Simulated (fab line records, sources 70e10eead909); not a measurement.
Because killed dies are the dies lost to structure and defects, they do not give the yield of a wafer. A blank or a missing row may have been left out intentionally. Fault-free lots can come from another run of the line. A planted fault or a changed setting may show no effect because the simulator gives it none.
Matching of chambers    flow nand harc    4 sister chambers for NHARC_P_CONTACT_DESCUM_17 on rie diel-03
The step chemistry O2, time 3 s. 27 wafers are shown with their chamber, then 12 later ones without.

## WAFERS PAIRED WITH THEIR CHAMBERS
wafer   chamber  drypump motor current A (A)  oes product au (a.u.)  rf vpp V (V)
L077.1  3        5.3                          0.995                  57.0
L077.4  2        6.8                          1.009                  57.8
L077.6  0        4.8                          1.003                  57.1
L076.1  3        5.3                          0.975                  58.8
L076.2  1        5.3                          1.019                  57.8
L076.5  2        6.8                          1.011                  57.3
L078.1  1        5.4                          1.001                  58.8
L078.3  2        6.9                          0.989                  58.0
L078.5  0        4.8                          1.003                  58.7
L079.4  3        5.2                          0.959                  56.5
L079.5  0        4.8                          1.005                  57.1
L079.6  1        5.3                          0.989                  59.1
L080.3  0        4.8                          1.023                  58.7
L080.4  1        5.4                          0.999                  59.5
L080.5  0        4.8                          1.003                  57.9
L083.1  0        4.8                          1.002                  57.5
L083.2  1        5.3                          1.012                  58.2
L083.3  2        6.8                          1.008                  57.9
L081.2  2        6.9                          0.993                  57.6
L081.3  1        5.3                          1.012                  58.6
L081.5  3        5.3                          0.969                  59.4
L084.1  2        6.8                          0.993                  59.2
L084.2  0        4.8                          1.001                  58.0
L084.3  3        5.3                          0.968                  58.3
L087.3  1        5.3                          1.003                  57.3
L087.4  3        5.3                          0.981                  58.0
L087.5  3        5.2                          0.973                  58.2

SIGNATURES (means of the wafers above)
reading                  chamber 0  chamber 1  chamber 2  chamber 3  scatter within a chamber
drypump motor current A  4.800      5.329      6.833      5.271      0.0427
oes product au           1.00571    1.00500    1.00050    0.97429    0.00983
rf vpp V                 57.857     58.471     57.967     58.029     0.788
Rule: a wafer lies at a distance from a chamber equal to the root of the sum of squares, over the readings, of (its reading less the chamber's mean, divided by the reading's scatter). If the next closest chamber is less than 2 further off than the closest, the wafer can't be placed; otherwise it belongs to the closest. The scatter: the root of (the sum of the squares of (reading less its chamber's mean) over the shown wafers, divided by (wafers less chambers)).

## WAFERS MISSING THEIR CHAMBER
wafer   drypump motor current A (A)  oes product au (a.u.)  rf vpp V (V)
L092.1  5.3                          1.000                  59.5
L092.3  4.8                          0.994                  58.1
L092.5  5.3                          0.976                  57.7
L094.2  5.2                          0.988                  57.8
L094.3  5.4                          1.005                  59.2
L094.4  4.8                          1.000                  56.3
L096.1  5.3                          0.985                  57.3
L096.3  5.3                          1.000                  56.3
L096.4  6.9                          1.014                  58.0
L097.3  5.2                          0.983                  56.5
L097.4  4.9                          1.001                  56.5
L097.6  4.8                          1.009                  56.5

## THE CHAMBER EACH PASSED THROUGH
wafer   from the rows above      in truth
L092.1  can't be placed: 1 or 3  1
L092.3  0                        0
L092.5  3                        3
L094.2  can't be placed: 3 or 1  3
L094.3  1                        1
L094.4  0                        0
L096.1  can't be placed: 3 or 1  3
L096.3  can't be placed: 1 or 3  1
L096.4  2                        2
L097.3  can't be placed: 3 or 1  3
L097.4  0                        0
L097.6  0                        0
Correctly placed: 7 of 12. From these rows, 5 cannot be placed; in 5 the true chamber is one of the candidates. 0 placed wrongly.
